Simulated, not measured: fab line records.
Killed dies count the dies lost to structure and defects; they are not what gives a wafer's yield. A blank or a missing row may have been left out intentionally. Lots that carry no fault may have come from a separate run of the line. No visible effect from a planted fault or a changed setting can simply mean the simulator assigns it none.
Chamber matching | flow n5-finfet | N5_SDB_STRIP_21 on rie-diel-05 has 4 sister chambers
The step strips in CF4. 20 wafers are shown with their chamber, then 10 later ones without.

== WAFERS WITH THEIR CHAMBER ==
wafer  | chamber | showerhead-plenum-p-Torr (Torr) | throttle-valve-pct (%) | drypump-motor-current-A (A)
L077.4 | 3       | 1.84                            | 13.74                  | 6.3
L077.5 | 2       | 1.77                            | 13.55                  | 5.8
L077.6 | 1       | 1.76                            | 13.40                  | 5.9
L078.2 | 1       | 1.76                            | 13.40                  | 5.9
L078.3 | 2       | 1.77                            | 13.53                  | 5.8
L078.6 | 3       | 1.84                            | 13.76                  | 6.3
L079.2 | 0       | 1.81                            | 13.10                  | 5.7
L079.3 | 1       | 1.75                            | 13.40                  | 5.8
L079.4 | 2       | 1.77                            | 13.54                  | 5.8
L088.1 | 3       | 1.83                            | 13.83                  | 6.2
L088.3 | 2       | 1.76                            | 13.60                  | 5.8
L088.4 | 1       | 1.75                            | 13.46                  | 5.9
L089.4 | 2       | 1.76                            | 13.61                  | 5.8
L089.5 | 2       | 1.76                            | 13.61                  | 5.7
L089.6 | 1       | 1.75                            | 13.47                  | 5.9
L090.1 | 3       | 1.83                            | 13.83                  | 6.3
L090.2 | 2       | 1.76                            | 13.60                  | 5.8
L090.3 | 1       | 1.75                            | 13.48                  | 5.9
L091.1 | 1       | 1.75                            | 13.49                  | 5.9
L091.3 | 2       | 1.76                            | 13.63                  | 5.8

SIGNATURES (means of the wafers above)
reading                  | chamber 0 | chamber 1 | chamber 2 | chamber 3 | scatter within a chamber
showerhead-plenum-p-Torr | 1.8100    | 1.7529    | 1.7637    | 1.8350    | 0.00519
throttle-valve-pct       | 13.1000   | 13.4429   | 13.5838   | 13.7900   | 0.0409
drypump-motor-current-A  | 5.700     | 5.886     | 5.787     | 6.275     | 0.0394
Rule: distance of a wafer from a chamber = root of the sum over the readings of ((wafer's reading minus chamber's mean) / reading's scatter) squared. The wafer belongs to the nearest chamber; if the next one is less than 2 further off, it can't be placed. The scatter: take each reading less its chamber's mean, square it, sum over the shown wafers, divide by the number of wafers less the number of chambers, and take the root.

== WAFERS WHOSE CHAMBER IS MISSING ==
wafer  | showerhead-plenum-p-Torr (Torr) | throttle-valve-pct (%) | drypump-motor-current-A (A)
L091.6 | 1.75                            | 13.46                  | 5.9
L093.1 | 1.75                            | 13.50                  | 5.9
L093.4 | 1.80                            | 13.19                  | 5.7
L093.6 | 1.75                            | 13.48                  | 5.9
L095.2 | 1.80                            | 13.21                  | 5.7
L095.4 | 1.76                            | 13.65                  | 5.8
L095.5 | 1.80                            | 13.21                  | 5.8
L097.2 | 1.75                            | 13.63                  | 5.7
L097.3 | 1.74                            | 13.50                  | 5.8
L097.5 | 1.80                            | 13.22                  | 5.7

== WHICH CHAMBER EACH ONE RAN IN ==
wafer  | from the rows above     | in truth
L091.6 | 1                       | 1
L093.1 | 1                       | 1
L093.4 | 0                       | 0
L093.6 | 1                       | 1
L095.2 | 0                       | 0
L095.4 | 2                       | 2
L095.5 | 0                       | 0
L097.2 | 2                       | 2
L097.3 | can't be placed: 1 or 2 | 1
L097.5 | 0                       | 0
9 of 10 placed correctly. These rows do not allow placing 1 (true chamber among the candidates in 1). 0 placed wrongly.
